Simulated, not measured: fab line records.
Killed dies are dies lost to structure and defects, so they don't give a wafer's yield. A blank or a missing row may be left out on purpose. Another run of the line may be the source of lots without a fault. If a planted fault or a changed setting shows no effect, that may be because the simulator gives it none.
The tool behind it: which one? || flow nand-harc || 36 wafers from 12 lots sampled at 5 of the route's 1302 steps

== WHAT THE GAUGES READ, wafer by wafer ==
NHARC_END_SORT_01.
{"lot": "L683", "measured": "day 30 18:10", "on": "prober-01", "killed-at-array": "671 672 673", "killed-at-other": "0 1 0", "killed-at-periphery": "6 4 4", "killed-dies": "677 677 677", "killed-open": "5 1 3", "killed-short": "2 3 6"}
{"lot": "L686", "measured": "day 31 09:53", "on": "prober-01", "killed-at-array": "676 675 677", "killed-at-other": "1 0 0", "killed-at-periphery": "0 2 0", "killed-dies": "677 677 677", "killed-open": "4 4 3", "killed-short": "1 1 2"}

== TOOL THAT RAN EACH LOT (tool first, then ch and the chambers of the sampled wafers, then the start) ==
{"lot": "L673", "NHARC_A_STAIRCASE_CMP_450": "cmp-02 ch 0,2,3, day 19 19:28", "NHARC_A_SGD_CUT_ETCH_59": "rie-diel-08 ch 0,2,3, day 19 22:25", "NHARC_A_SGD_CUT_ETCH_16": "rie-diel-08 ch 0,2,3, no start", "NHARC_A_SGD_CUT_STRIP_17": "rie-diel-08 ch 0,1,3, no start"}
{"lot": "L674", "NHARC_A_STAIRCASE_CMP_450": "cmp-01 ch 1,2,3, day 19 19:32", "NHARC_A_SGD_CUT_ETCH_59": "rie-diel-03 ch 0,1,2, day 19 23:04", "NHARC_A_SGD_CUT_ETCH_16": "rie-diel-03 ch 0,2,3, no start", "NHARC_A_SGD_CUT_STRIP_17": "rie-diel-03 ch 1,3, no start"}
{"lot": "L680", "NHARC_A_STAIRCASE_CMP_450": "cmp-01 ch 0,1, day 23 02:53", "NHARC_A_SGD_CUT_ETCH_59": "rie-diel-12 ch 0,2,3, day 23 05:58", "NHARC_A_SGD_CUT_ETCH_16": "rie-diel-12 ch 0,1,3, no start", "NHARC_A_SGD_CUT_STRIP_17": "rie-diel-12 ch 0,1,3, no start"}
{"lot": "L681", "NHARC_A_STAIRCASE_CMP_450": "cmp-04 ch 0,1,2, day 23 23:26", "NHARC_A_SGD_CUT_ETCH_59": "rie-diel-12 ch 0,2,3, day 24 02:33", "NHARC_A_SGD_CUT_ETCH_16": "rie-diel-12 ch 0,1,2, no start", "NHARC_A_SGD_CUT_STRIP_17": "rie-diel-12 ch 0,1,3, no start"}
{"lot": "L683", "NHARC_A_STAIRCASE_CMP_450": "cmp-04 ch 1,3, day 24 20:11", "NHARC_A_SGD_CUT_ETCH_59": "rie-diel-03 ch 0,1,3, day 24 23:10", "NHARC_A_SGD_CUT_ETCH_16": "rie-diel-03 ch 1,2,3, day 30 18:10 or earlier", "NHARC_A_SGD_CUT_STRIP_17": "rie-diel-03 ch 0,3, day 30 18:10 or earlier"}
{"lot": "L686", "NHARC_A_STAIRCASE_CMP_450": "cmp-02 ch 0,1,2, day 24 21:41", "NHARC_A_SGD_CUT_ETCH_59": "rie-diel-12 ch 1,3, day 25 00:41", "NHARC_A_SGD_CUT_ETCH_16": "rie-diel-12 ch 1,3, day 31 09:53 or earlier", "NHARC_A_SGD_CUT_STRIP_17": "rie-diel-12 ch 0,1,3, day 31 09:53 or earlier"}
{"lot": "L687", "NHARC_A_STAIRCASE_CMP_450": "cmp-02 ch 0,2,3, day 25 07:02", "NHARC_A_SGD_CUT_ETCH_59": "rie-diel-08 ch 0,3, day 25 09:59", "NHARC_A_SGD_CUT_ETCH_16": "rie-diel-08 ch 0,1,3, no start", "NHARC_A_SGD_CUT_STRIP_17": "rie-diel-08 ch 0,1, no start"}
{"lot": "L689", "NHARC_A_STAIRCASE_CMP_450": "cmp-04 ch 1,2,3, day 25 12:13", "NHARC_A_SGD_CUT_ETCH_59": "rie-diel-12 ch 0,1,2, day 25 15:14", "NHARC_A_SGD_CUT_ETCH_16": "rie-diel-12 ch 0,2,3, no start", "NHARC_A_SGD_CUT_STRIP_17": "rie-diel-12 ch 1,2,3, no start"}
{"lot": "L690", "NHARC_A_STAIRCASE_CMP_450": "cmp-02 ch 2,3, day 26 16:06", "NHARC_A_SGD_CUT_ETCH_59": "rie-diel-08 ch 0,1,2, day 26 19:08", "NHARC_A_SGD_CUT_ETCH_16": "rie-diel-08 ch 0,1,3, no start", "NHARC_A_SGD_CUT_STRIP_17": "rie-diel-08 ch 0,1, no start"}
{"lot": "L692", "NHARC_A_STAIRCASE_CMP_450": "cmp-01 ch 0,1,2, day 27 02:46", "NHARC_A_SGD_CUT_ETCH_59": "rie-diel-03 ch 1,2,3, day 27 05:43", "NHARC_A_SGD_CUT_ETCH_16": "rie-diel-03 ch 1,2,3, no start", "NHARC_A_SGD_CUT_STRIP_17": "rie-diel-03 ch 1,2,3, no start"}
{"lot": "L694", "NHARC_A_STAIRCASE_CMP_450": "cmp-01 ch 0,1,2, day 28 16:05", "NHARC_A_SGD_CUT_ETCH_59": "rie-diel-08 ch 0,3, day 28 19:01", "NHARC_A_SGD_CUT_ETCH_16": "rie-diel-08 ch 0,1,3, no start", "NHARC_A_SGD_CUT_STRIP_17": "rie-diel-08 ch 0,3, no start"}
{"lot": "L695", "NHARC_A_STAIRCASE_CMP_450": "cmp-01 ch 0,2, day 30 08:26", "NHARC_A_SGD_CUT_ETCH_59": "rie-diel-03 ch 1,2, day 30 11:29", "NHARC_A_SGD_CUT_ETCH_16": "rie-diel-03 ch 0,2, no start", "NHARC_A_SGD_CUT_STRIP_17": "rie-diel-03 ch 0,2, no start"}
- NHARC_A_STAIRCASE_CMP_450: polishes SiO2, target thk 200 nm.
- NHARC_A_SGD_CUT_ETCH_59: etches the open film in N2/H2, target depth 260 nm, time 406.25 s.
- NHARC_A_SGD_CUT_ETCH_16: etches the open film in C4F8/O2/Ar, target depth 310.5 nm, time 155.2 s.
- NHARC_A_SGD_CUT_STRIP_17: strips in O2.

== WHAT THE TOOLS THEMSELVES READ (means of the sampled wafers that have a number; where no wafer has one, the mark that the record gives instead) ==
NHARC_A_STAIRCASE_CMP_450.
{"lot": "L673", "tool": "cmp-02", "motor-current-A (A)": 12.2}
{"lot": "L674", "tool": "cmp-01", "motor-current-A (A)": 13.5}
{"lot": "L680", "tool": "cmp-01", "motor-current-A (A)": 11.7}
{"lot": "L681", "tool": "cmp-04", "motor-current-A (A)": 11.4}
{"lot": "L683", "tool": "cmp-04", "motor-current-A (A)": 12.8}
{"lot": "L686", "tool": "cmp-02", "motor-current-A (A)": 12.0}
{"lot": "L687", "tool": "cmp-02", "motor-current-A (A)": 12.3}
{"lot": "L689", "tool": "cmp-04", "motor-current-A (A)": 11.9}
{"lot": "L690", "tool": "cmp-02", "motor-current-A (A)": 12.9}
{"lot": "L692", "tool": "cmp-01", "motor-current-A (A)": 12.5}
{"lot": "L694", "tool": "cmp-01", "motor-current-A (A)": 12.7}
{"lot": "L695", "tool": "cmp-01", "motor-current-A (A)": 14.2}

NHARC_A_SGD_CUT_ETCH_59.
{"lot": "L673", "tool": "rie-diel-08", "bias-w (W)": 150.2, "chamber-pressure-mTorr (mTorr)": 29.991, "drypump-motor-current-A (A)": 5.1, "oes-product-au (a.u.)": 1.000, "rf-vpp-V (V)": 432.6, "showerhead-plenum-p-Torr (Torr)": 2.10, "throttle-valve-pct (%)": 14.168}
{"lot": "L674", "tool": "rie-diel-03", "bias-w (W)": 150.2, "chamber-pressure-mTorr (mTorr)": 29.990, "drypump-motor-current-A (A)": 6.0, "oes-product-au (a.u.)": 1.004, "rf-vpp-V (V)": 430.7, "showerhead-plenum-p-Torr (Torr)": 2.06, "throttle-valve-pct (%)": 14.171}
{"lot": "L680", "tool": "rie-diel-12", "bias-w (W)": 150.0, "chamber-pressure-mTorr (mTorr)": 30.017, "drypump-motor-current-A (A)": 5.8, "oes-product-au (a.u.)": 0.992, "rf-vpp-V (V)": 429.5, "showerhead-plenum-p-Torr (Torr)": 2.01, "throttle-valve-pct (%)": 14.171}
{"lot": "L681", "tool": "rie-diel-12", "bias-w (W)": 150.0, "chamber-pressure-mTorr (mTorr)": 29.987, "drypump-motor-current-A (A)": 5.8, "oes-product-au (a.u.)": 1.000, "rf-vpp-V (V)": 430.1, "showerhead-plenum-p-Torr (Torr)": 2.00, "throttle-valve-pct (%)": 14.175}
{"lot": "L683", "tool": "rie-diel-03", "bias-w (W)": "-", "chamber-pressure-mTorr (mTorr)": "-", "drypump-motor-current-A (A)": "-", "oes-product-au (a.u.)": "-", "rf-vpp-V (V)": "-", "showerhead-plenum-p-Torr (Torr)": "-", "throttle-valve-pct (%)": "-"}
{"lot": "L686", "tool": "rie-diel-12", "bias-w (W)": "-", "chamber-pressure-mTorr (mTorr)": "-", "drypump-motor-current-A (A)": "-", "oes-product-au (a.u.)": "-", "rf-vpp-V (V)": "-", "showerhead-plenum-p-Torr (Torr)": "-", "throttle-valve-pct (%)": "-"}
{"lot": "L687", "tool": "rie-diel-08", "bias-w (W)": 149.8, "chamber-pressure-mTorr (mTorr)": 29.979, "drypump-motor-current-A (A)": 5.2, "oes-product-au (a.u.)": 0.992, "rf-vpp-V (V)": 433.5, "showerhead-plenum-p-Torr (Torr)": 2.16, "throttle-valve-pct (%)": 14.175}
{"lot": "L689", "tool": "rie-diel-12", "bias-w (W)": 150.5, "chamber-pressure-mTorr (mTorr)": 30.000, "drypump-motor-current-A (A)": 5.8, "oes-product-au (a.u.)": 0.991, "rf-vpp-V (V)": 430.3, "showerhead-plenum-p-Torr (Torr)": 2.03, "throttle-valve-pct (%)": 14.179}
{"lot": "L690", "tool": "rie-diel-08", "bias-w (W)": 150.0, "chamber-pressure-mTorr (mTorr)": 29.995, "drypump-motor-current-A (A)": 5.2, "oes-product-au (a.u.)": 0.993, "rf-vpp-V (V)": 429.6, "showerhead-plenum-p-Torr (Torr)": 2.02, "throttle-valve-pct (%)": 14.164}
{"lot": "L692", "tool": "rie-diel-03", "bias-w (W)": 150.0, "chamber-pressure-mTorr (mTorr)": 30.016, "drypump-motor-current-A (A)": 5.5, "oes-product-au (a.u.)": 0.992, "rf-vpp-V (V)": 431.8, "showerhead-plenum-p-Torr (Torr)": 2.07, "throttle-valve-pct (%)": 14.166}
{"lot": "L694", "tool": "rie-diel-08", "bias-w (W)": 150.4, "chamber-pressure-mTorr (mTorr)": 29.996, "drypump-motor-current-A (A)": 5.3, "oes-product-au (a.u.)": 1.005, "rf-vpp-V (V)": 433.2, "showerhead-plenum-p-Torr (Torr)": 2.16, "throttle-valve-pct (%)": 14.173}
{"lot": "L695", "tool": "rie-diel-03", "bias-w (W)": 149.9, "chamber-pressure-mTorr (mTorr)": 29.968, "drypump-motor-current-A (A)": 5.6, "oes-product-au (a.u.)": 0.997, "rf-vpp-V (V)": 432.5, "showerhead-plenum-p-Torr (Torr)": 2.12, "throttle-valve-pct (%)": 14.170}

NHARC_A_SGD_CUT_ETCH_16.
{"lot": "L673", "tool": "rie-diel-08", "bias-w (W)": 798.9, "chamber-pressure-mTorr (mTorr)": 24.994, "oes-product-au (a.u.)": 0.966, "rf-vpp-V (V)": 726}
{"lot": "L674", "tool": "rie-diel-03", "bias-w (W)": 801.5, "chamber-pressure-mTorr (mTorr)": 24.999, "oes-product-au (a.u.)": 0.985, "rf-vpp-V (V)": 723}
{"lot": "L680", "tool": "rie-diel-12", "bias-w (W)": 800.9, "chamber-pressure-mTorr (mTorr)": 25.007, "oes-product-au (a.u.)": 0.972, "rf-vpp-V (V)": 721}
{"lot": "L681", "tool": "rie-diel-12", "bias-w (W)": 799.5, "chamber-pressure-mTorr (mTorr)": 25.004, "oes-product-au (a.u.)": 0.941, "rf-vpp-V (V)": 723}
{"lot": "L683", "tool": "rie-diel-03", "bias-w (W)": 802.5, "chamber-pressure-mTorr (mTorr)": 24.977, "oes-product-au (a.u.)": 0.979, "rf-vpp-V (V)": 724}
{"lot": "L686", "tool": "rie-diel-12", "bias-w (W)": 797.8, "chamber-pressure-mTorr (mTorr)": 24.986, "oes-product-au (a.u.)": 0.928, "rf-vpp-V (V)": 719}
{"lot": "L687", "tool": "rie-diel-08", "bias-w (W)": 800.6, "chamber-pressure-mTorr (mTorr)": 25.016, "oes-product-au (a.u.)": 0.971, "rf-vpp-V (V)": 724}
{"lot": "L689", "tool": "rie-diel-12", "bias-w (W)": 799.4, "chamber-pressure-mTorr (mTorr)": 25.001, "oes-product-au (a.u.)": 0.972, "rf-vpp-V (V)": 721}
{"lot": "L690", "tool": "rie-diel-08", "bias-w (W)": 800.8, "chamber-pressure-mTorr (mTorr)": 24.990, "oes-product-au (a.u.)": 0.977, "rf-vpp-V (V)": 726}
{"lot": "L692", "tool": "rie-diel-03", "bias-w (W)": 799.0, "chamber-pressure-mTorr (mTorr)": 24.989, "oes-product-au (a.u.)": 0.970, "rf-vpp-V (V)": 724}
{"lot": "L694", "tool": "rie-diel-08", "bias-w (W)": 799.9, "chamber-pressure-mTorr (mTorr)": 25.009, "oes-product-au (a.u.)": 0.994, "rf-vpp-V (V)": 726}
{"lot": "L695", "tool": "rie-diel-03", "bias-w (W)": 800.2, "chamber-pressure-mTorr (mTorr)": 25.008, "oes-product-au (a.u.)": 0.967, "rf-vpp-V (V)": 723}

NHARC_A_SGD_CUT_STRIP_17.
{"lot": "L673", "tool": "rie-diel-08", "chamber-pressure-mTorr (mTorr)": 59.99, "drypump-motor-current-A (A)": 5.4, "oes-product-au (a.u.)": 1.009, "rf-vpp-V (V)": 58.5, "showerhead-plenum-p-Torr (Torr)": 3.60, "throttle-valve-pct (%)": 17.034}
{"lot": "L674", "tool": "rie-diel-03", "chamber-pressure-mTorr (mTorr)": 60.02, "drypump-motor-current-A (A)": 5.4, "oes-product-au (a.u.)": 1.002, "rf-vpp-V (V)": 58.2, "showerhead-plenum-p-Torr (Torr)": 3.51, "throttle-valve-pct (%)": 17.037}
{"lot": "L680", "tool": "rie-diel-12", "chamber-pressure-mTorr (mTorr)": 60.01, "drypump-motor-current-A (A)": 6.0, "oes-product-au (a.u.)": 0.991, "rf-vpp-V (V)": 57.8, "showerhead-plenum-p-Torr (Torr)": 3.41, "throttle-valve-pct (%)": 17.040}
{"lot": "L681", "tool": "rie-diel-12", "chamber-pressure-mTorr (mTorr)": 60.01, "drypump-motor-current-A (A)": 6.0, "oes-product-au (a.u.)": 0.996, "rf-vpp-V (V)": 57.9, "showerhead-plenum-p-Torr (Torr)": 3.41, "throttle-valve-pct (%)": 17.026}
{"lot": "L683", "tool": "rie-diel-03", "chamber-pressure-mTorr (mTorr)": 60.00, "drypump-motor-current-A (A)": 5.8, "oes-product-au (a.u.)": 1.000, "rf-vpp-V (V)": 57.2, "showerhead-plenum-p-Torr (Torr)": 3.47, "throttle-valve-pct (%)": 17.031}
{"lot": "L686", "tool": "rie-diel-12", "chamber-pressure-mTorr (mTorr)": 59.98, "drypump-motor-current-A (A)": 6.0, "oes-product-au (a.u.)": 0.995, "rf-vpp-V (V)": 58.5, "showerhead-plenum-p-Torr (Torr)": 3.41, "throttle-valve-pct (%)": 17.038}
{"lot": "L687", "tool": "rie-diel-08", "chamber-pressure-mTorr (mTorr)": 60.01, "drypump-motor-current-A (A)": 5.5, "oes-product-au (a.u.)": 0.998, "rf-vpp-V (V)": 57.4, "showerhead-plenum-p-Torr (Torr)": 3.47, "throttle-valve-pct (%)": 17.043}
{"lot": "L689", "tool": "rie-diel-12", "chamber-pressure-mTorr (mTorr)": 60.04, "drypump-motor-current-A (A)": 5.6, "oes-product-au (a.u.)": 0.993, "rf-vpp-V (V)": 57.7, "showerhead-plenum-p-Torr (Torr)": 3.47, "throttle-valve-pct (%)": 17.039}
{"lot": "L690", "tool": "rie-diel-08", "chamber-pressure-mTorr (mTorr)": 59.98, "drypump-motor-current-A (A)": 5.5, "oes-product-au (a.u.)": 0.999, "rf-vpp-V (V)": 57.6, "showerhead-plenum-p-Torr (Torr)": 3.47, "throttle-valve-pct (%)": 17.036}
{"lot": "L692", "tool": "rie-diel-03", "chamber-pressure-mTorr (mTorr)": 59.97, "drypump-motor-current-A (A)": 5.6, "oes-product-au (a.u.)": 0.997, "rf-vpp-V (V)": 57.7, "showerhead-plenum-p-Torr (Torr)": 3.58, "throttle-valve-pct (%)": 17.029}
{"lot": "L694", "tool": "rie-diel-08", "chamber-pressure-mTorr (mTorr)": 60.04, "drypump-motor-current-A (A)": 5.3, "oes-product-au (a.u.)": 1.016, "rf-vpp-V (V)": 58.2, "showerhead-plenum-p-Torr (Torr)": 3.71, "throttle-valve-pct (%)": 17.035}
{"lot": "L695", "tool": "rie-diel-03", "chamber-pressure-mTorr (mTorr)": 60.02, "drypump-motor-current-A (A)": 6.3, "oes-product-au (a.u.)": 1.001, "rf-vpp-V (V)": 57.9, "showerhead-plenum-p-Torr (Torr)": 3.51, "throttle-valve-pct (%)": 17.037}

== THE ANSWER, worked out from the rows above alone ==
Rule: usual is defined by the lots themselves. Put in order of their means at a reading, lots are off if they are a third of the lots or fewer, leave a main group of 4 or more, and stand apart from it by a gap of 3 or more times the standard deviation of the main group's means; of several such gaps the widest counts. If all means in a main group match to the digits the tables above print for the reading, that group is not used. A lot without any number at a reading at which 4 lots or more have one is off too. Where the step has rows for the other lots, those lots are counted as sound. After the gauges, taken in route order, come the tools' own readings; for these a lot's mean is taken, as printed above. At the first step where some lot is off, the reading lying furthest off is the one used; lots without a number count as furthest.
Off: L683, L686 (NHARC_A_SGD_CUT_ETCH_59, bias-w). Without a number there: L683, L686. Main group: mean 150.1 W, sd 0.21.
A tool fits if, at that step or a process step before it, it ran every lot that is off, and no sound lot after the first of them. None of those tried fits.

== WHAT THE SIMULATOR PUT IN ==
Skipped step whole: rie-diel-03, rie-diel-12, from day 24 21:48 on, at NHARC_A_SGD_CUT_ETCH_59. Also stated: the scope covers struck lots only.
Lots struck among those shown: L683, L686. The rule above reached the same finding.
